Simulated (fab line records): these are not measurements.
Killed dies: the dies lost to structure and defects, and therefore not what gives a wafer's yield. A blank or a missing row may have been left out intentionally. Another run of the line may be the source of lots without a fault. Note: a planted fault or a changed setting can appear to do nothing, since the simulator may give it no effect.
Chamber matching :: flow n5-finfet :: N5_BEOL_M9_CURE_72 on uv-cure-02 has 3 sister chambers
The step cures SiCOH lowk, time 120 s. 6 wafers are shown with their chamber, then 12 later ones without.

## WAFERS PAIRED WITH THEIR CHAMBERS
wafer: L080.2
chamber: 2
lamp-power-pct (%): 52.29
wafer_temp_C_max: 371.1

wafer: L080.4
chamber: 2
lamp-power-pct (%): 52.25
wafer_temp_C_max: 371.3

wafer: L084.4
chamber: 0
lamp-power-pct (%): 52.33
wafer_temp_C_max: 371.2

wafer: L084.6
chamber: 0
lamp-power-pct (%): 52.29
wafer_temp_C_max: 371.5

wafer: L088.4
chamber: 1
lamp-power-pct (%): 52.48
wafer_temp_C_max: 370.9

wafer: L088.6
chamber: 1
lamp-power-pct (%): 52.31
wafer_temp_C_max: 370.9

## WAFERS WHOSE CHAMBER IS MISSING
wafer: L092.1
lamp-power-pct (%): 52.36
wafer_temp_C_max: 371.0

wafer: L092.3
lamp-power-pct (%): 52.31
wafer_temp_C_max: 370.8

wafer: L092.4
lamp-power-pct (%): 52.18
wafer_temp_C_max: 371.1

wafer: L093.2
lamp-power-pct (%): 52.26
wafer_temp_C_max: 370.9

wafer: L093.4
lamp-power-pct (%): 52.33
wafer_temp_C_max: 370.8

wafer: L093.5
lamp-power-pct (%): 52.31
wafer_temp_C_max: 371.4

wafer: L095.2
lamp-power-pct (%): 52.30
wafer_temp_C_max: 370.8

wafer: L095.3
lamp-power-pct (%): 52.29
wafer_temp_C_max: 371.2

wafer: L095.5
lamp-power-pct (%): 52.34
wafer_temp_C_max: 370.7

wafer: L097.1
lamp-power-pct (%): 52.28
wafer_temp_C_max: 371.1

wafer: L097.3
lamp-power-pct (%): 52.25
wafer_temp_C_max: 370.9

wafer: L097.5
lamp-power-pct (%): 52.26
wafer_temp_C_max: 370.9

## EACH ONE'S CHAMBER
wafer: L092.1
from the rows above: can't be placed: 1 or 2 or 0
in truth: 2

wafer: L092.3
from the rows above: can't be placed: 1 or 2
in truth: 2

wafer: L092.4
from the rows above: can't be placed: 2 or 0 or 1
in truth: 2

wafer: L093.2
from the rows above: can't be placed: 1 or 2 or 0
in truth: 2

wafer: L093.4
from the rows above: can't be placed: 1 or 2
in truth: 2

wafer: L093.5
from the rows above: can't be placed: 0 or 2
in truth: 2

wafer: L095.2
from the rows above: can't be placed: 1 or 2
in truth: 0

wafer: L095.3
from the rows above: can't be placed: 2 or 0
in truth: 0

wafer: L095.5
from the rows above: can't be placed: 1 or 2
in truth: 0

wafer: L097.1
from the rows above: can't be placed: 2 or 0 or 1
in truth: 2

wafer: L097.3
from the rows above: can't be placed: 1 or 2 or 0
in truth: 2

wafer: L097.5
from the rows above: can't be placed: 1 or 2 or 0
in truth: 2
Correctly placed: 0 of 12. Can't be placed from these rows: 12 (the true chamber is among the candidates in 10). Placed wrongly: 0.
How it was worked out, from the rows above alone: a wafer's distance from a chamber is the root of the sum, over the readings, of the square of ((its reading less the chamber's mean) divided by the reading's scatter). The wafer belongs to the nearest chamber; if the next one is less than 2 further off, it can't be placed. For every chamber, the mean is computed from those of its wafers that are shown. The scatter: take each reading less its chamber's mean, square it, sum over the shown wafers, divide by the number of wafers less the number of chambers, and take the root.
